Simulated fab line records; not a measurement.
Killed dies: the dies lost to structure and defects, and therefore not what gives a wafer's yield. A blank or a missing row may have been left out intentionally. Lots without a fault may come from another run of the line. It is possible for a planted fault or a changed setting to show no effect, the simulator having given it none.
Split-lot trial + flow n5_finfet + route with 1938 steps; 7 lots, 39 wafers read

## SPLIT DETAILS
At N5_BEOL_M9_DEP_56 (deposits SiCN from 3MS/NH3, target thk 15 nm, time 26.5 s), the setting target_thk_a was moved away from the recipe's 150 angstrom on 15 of the 39 wafers read, by -27.4% to +59.8%. This setting was run at the recipe's value on the other wafers.

Reading taken at the split's own step.

## THE READING
SiCN_of_BEOL_M9_DEP_56.thk_nm (the simulator's own value, which no gauge read), in nm, at N5_BEOL_M9_DEP_56 (deposits SiCN from 3MS/NH3, target thk 15 nm, time 26.5 s). There is no usual value for it anywhere in the file. Here, 24 wafers ran the recipe; their average is 15.0 nm with a standard deviation of 0.19 nm.

| wafer  | tool, chamber at the split | target_thk_a as run, angstrom | against the recipe | SiCN_of_BEOL_M9_DEP_56.thk_nm, nm | against lot-mates on the recipe |
|--------|----------------------------|-------------------------------|--------------------|-----------------------------------|---------------------------------|
| L081.1 | pecvd-03, 0                | 150                           | recipe             | 14.8                              | -                               |
| L081.2 | pecvd-03, 2,1              | 108.9                         | -27.4%             | 10.6                              | -4.4                            |
| L081.3 | pecvd-03, 2,1              | 108.9                         | -27.4%             | 10.6                              | -4.4                            |
| L081.4 | pecvd-03, 1                | 150                           | recipe             | 15                                | -                               |
| L081.5 | pecvd-03, 0                | 150                           | recipe             | 15.2                              | -                               |
| L081.6 | pecvd-03, 2                | 108.9                         | -27.4%             | 10.8                              | -4.2                            |
| L084.4 | pecvd-01, 2,0              | 150                           | recipe             | 15                                | -                               |
| L084.5 | pecvd-01, 2,0              | 150                           | recipe             | 15                                | -                               |
| L084.6 | pecvd-01, 1                | 150                           | recipe             | 15.2                              | -                               |
| L085.1 | pecvd-01, 2                | 239.7                         | +59.8%             | 23.8                              | +8.7                            |
| L085.2 | pecvd-01, 0,1              | 150                           | recipe             | 15                                | -                               |
| L085.5 | pecvd-01, 0,1              | 150                           | recipe             | 15                                | -                               |
| L085.3 | pecvd-01, 1                | 239.7                         | +59.8%             | 24                                | +8.9                            |
| L085.4 | pecvd-01, 2                | 150                           | recipe             | 15.2                              | -                               |
| L085.6 | pecvd-01, 0                | 239.7                         | +59.8%             | 24.2                              | +9.1                            |
| L091.1 | pecvd-01, 0,2,1            | 150                           | recipe             | 14.8                              | -                               |
| L091.2 | pecvd-01, 0,2,1            | 150                           | recipe             | 14.8                              | -                               |
| L091.3 | pecvd-01, 0,2,1            | 150                           | recipe             | 14.8                              | -                               |
| L091.4 | pecvd-01, 0                | 150                           | recipe             | 15.4                              | -                               |
| L091.5 | pecvd-01, 2                | 150                           | recipe             | 15                                | -                               |
| L091.6 | pecvd-01, 1                | 150                           | recipe             | 15.2                              | -                               |
| L090.1 | pecvd-01, 2                | 121.5                         | -19.0%             | 12                                | -2.9                            |
| L090.2 | pecvd-01, 0                | 121.5                         | -19.0%             | 11.8                              | -3.1                            |
| L090.3 | pecvd-01, 1,2              | 150                           | recipe             | 14.8                              | -                               |
| L090.6 | pecvd-01, 1,2              | 150                           | recipe             | 14.8                              | -                               |
| L090.4 | pecvd-01, 1                | 121.5                         | -19.0%             | 12.2                              | -2.7                            |
| L090.5 | pecvd-01, 0                | 150                           | recipe             | 15                                | -                               |
| L096.1 | pecvd-01, 0                | 220.9                         | +47.3%             | 22                                | +7.1                            |
| L096.2 | pecvd-01, 2,1              | 220.9                         | +47.3%             | 21.8                              | +6.9                            |
| L096.3 | pecvd-01, 2,1              | 220.9                         | +47.3%             | 21.8                              | +6.9                            |
| L096.4 | pecvd-01, 0,1              | 150                           | recipe             | 15                                | -                               |
| L096.5 | pecvd-01, 0,1              | 150                           | recipe             | 15                                | -                               |
| L096.6 | pecvd-01, 2                | 150                           | recipe             | 14.8                              | -                               |
| L097.1 | pecvd-03, 2                | 238.4                         | +58.9%             | 23.4                              | +8.5                            |
| L097.2 | pecvd-03, 0                | 150                           | recipe             | 14.6                              | -                               |
| L097.3 | pecvd-03, 2                | 150                           | recipe             | 14.8                              | -                               |
| L097.4 | pecvd-03, 0                | 150                           | recipe             | 15.2                              | -                               |
| L097.5 | pecvd-03, 2                | 238.4                         | +58.9%             | 24                                | +9.1                            |
| L097.6 | pecvd-03, 0                | 238.4                         | +58.9%             | 23.8                              | +8.9                            |
The file does not say which wafer passed through which chamber wherever a row lists several chambers: such a row stands for several wafers.

THE FIT
A straight line over all 39 wafers: SiCN_of_BEOL_M9_DEP_56.thk_nm changes by +0.15 nm for each +1% of target_thk_a; r = +1.00; the points scatter about the line by 0.2 nm.
The same after taking each lot's own level away (the mean of its wafers on the recipe; 39 wafers): +0.15 nm for each +1%; r = +1.00; scatter 0.19 nm.
According to that fit, moving target_thk_a by its largest amount changes the reading by 9 nm.
The span of the lots' own levels, 14.87 to 15.07 nm, comes to 1.1 times the standard deviation stated above.
Consequently the slope shifts little with the lot-to-lot level, the two slopes agreeing.
Check: for one of the wafers moved furthest among these (+59.8%), held out of the fit, the line's prediction against its lot-mates is +8.98 nm. Against them it came out at +8.73 nm.

## FURTHER SPLITS ON THESE WAFERS
Note: prior to the reading, these wafers also went through further splits. Each is held against what the fit with the lots' levels taken away leaves over:
| other split on the same wafers         | wafers away from the commonest value | r with SiCN_of_BEOL_M9_DEP_56.thk_nm (lot level and that fit taken away) |
|----------------------------------------|--------------------------------------|--------------------------------------------------------------------------|
| N5_MOL_CONTACT_COAG_ALD_123 ald_cycles | 6                                    | -0.05                                                                    |
| N5_BEOL_M1_PECVD_72 time_s             | 15                                   | -0.07                                                                    |
| N5_BEOL_M8_DEVELOP_10 develop_time_s   | 15                                   | +0.22                                                                    |

## FILE'S OWN FIT
SiCN_of_BEOL_M9_DEP_56.thk_nm changes by +0.15 nm for each +1% of target_thk_a, r = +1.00.
